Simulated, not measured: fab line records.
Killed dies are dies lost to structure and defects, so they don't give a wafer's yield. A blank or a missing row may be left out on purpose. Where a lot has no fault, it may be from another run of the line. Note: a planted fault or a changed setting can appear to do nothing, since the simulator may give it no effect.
Which of the tools did it? | flow nand harc | 33 wafers from 11 lots sampled at 4 of the route's 1302 steps

== WHAT THE GAUGES SHOWED, per wafer ==
NHARC_A_CHANNEL_HOLE_D2_INSPECT_40.
lot  | measured     | on                | raw defect count
L321 | day 15 01:31 | defect inspect-01 | 516 638 540 510 643 534
L322 | day 15 02:03 | defect inspect-01 | 273 444 379
L320 | day 15 05:41 | defect inspect-02 | 557 617 651 543 597 647
L332 | day 19 18:19 | defect inspect-01 | 159 141 149
L331 | day 19 22:29 | defect inspect-01 | 429 422 275
L334 | day 20 05:32 | defect inspect-02 | 372 213 299
L336 | day 20 23:44 | defect inspect-01 | 469 240 376
L337 | day 21 19:31 | defect inspect-01 | 276 241 216
L338 | day 22 12:49 | defect inspect-01 | 183 318 177
L339 | day 22 16:16 | defect inspect-01 | 211 252 254
L340 | day 23 15:00 | defect inspect-01 | 353 329 351

== EACH LOT AND THE TOOL THAT RAN IT (in order: tool; ch and the chambers of the sampled wafers; start) ==
lot  | NHARC_A_CHANNEL_HOLE_D2_ETCH_24  | NHARC_A_CHANNEL_HOLE_D2_ETCH_27  | NHARC_A_CHANNEL_HOLE_D2_ETCH_44
L321 | har etch-01 ch 0,1, day 14 21:41 | har etch-01 ch 0,1, day 14 23:21 | rie diel-05 ch 0,1,3, day 15 00:02
L322 | har etch-02 ch 0,1, day 14 21:59 | har etch-02 ch 0,1, day 14 23:49 | rie diel-07 ch 0,2, day 15 00:40
L320 | har etch-01 ch 0,1, day 15 02:00 | har etch-01 ch 0,1, day 15 03:34 | rie diel-07 ch 0,2, day 15 04:21
L332 | har etch-02 ch 0,1, day 19 14:59 | har etch-02 ch 0,1, day 19 16:40 | rie diel-05 ch 0,1, day 19 17:21
L331 | har etch-02 ch 0,1, day 19 19:10 | har etch-02 ch 0,1, day 19 20:49 | rie diel-03 ch 0,2,3, day 19 21:31
L334 | har etch-01 ch 0,1, day 20 01:58 | har etch-01 ch 0,1, day 20 03:48 | rie diel-05 ch 0,2,3, day 20 04:34
L336 | har etch-01 ch 0,1, day 20 20:05 | har etch-01 ch 0,1, day 20 21:50 | rie diel-03 ch 0,2, day 20 22:34
L337 | har etch-02 ch 0,1, day 21 16:11 | har etch-02 ch 0,1, day 21 17:50 | rie diel-05 ch 1,2, day 21 18:32
L338 | har etch-02 ch 0,1, day 22 09:13 | har etch-02 ch 0,1, day 22 11:05 | rie diel-03 ch 0,1,3, day 22 11:50
L339 | har etch-01 ch 0,1, day 22 12:48 | har etch-01 ch 0,1, day 22 14:34 | rie diel-05 ch 0,1,3, day 22 15:17
L340 | har etch-01 ch 0,1, day 23 11:23 | har etch-01 ch 0,1, day 23 13:14 | rie diel-07 ch 0,1,2, day 23 13:59
- NHARC_A_CHANNEL_HOLE_D2_ETCH_24: etches the open film in C4F8/O2/Ar, time 906.2 s, target depth 1500 nm.
- NHARC_A_CHANNEL_HOLE_D2_ETCH_27: etches the open film in C4F8/O2/Ar, time 90 s, target depth 400 nm.
- NHARC_A_CHANNEL_HOLE_D2_ETCH_44: etches the open film in CF4/O2, target depth 140 nm, overetch 14 nm, time 77 s.

== THE ANSWER, worked out from the rows above alone ==
Rule: what is usual is taken from the lots themselves. The widest of any qualifying gaps counts: lots, ordered by their means at a reading, are off when they make up no more than a third of the lots, leave a main group of 4 or more, and stand apart from it by 3 or more times the standard deviation of that group's means. If all means in a main group match to the digits the tables above print for the reading, that group is not used. Also off: a lot with no number at a reading for which 4 or more lots have one. The other lots that the step has rows for count as sound.
No lot is off on any of the readings shown, so nothing can be concluded from this.

== WHAT HAD BEEN PUT IN BY THE SIMULATOR ==
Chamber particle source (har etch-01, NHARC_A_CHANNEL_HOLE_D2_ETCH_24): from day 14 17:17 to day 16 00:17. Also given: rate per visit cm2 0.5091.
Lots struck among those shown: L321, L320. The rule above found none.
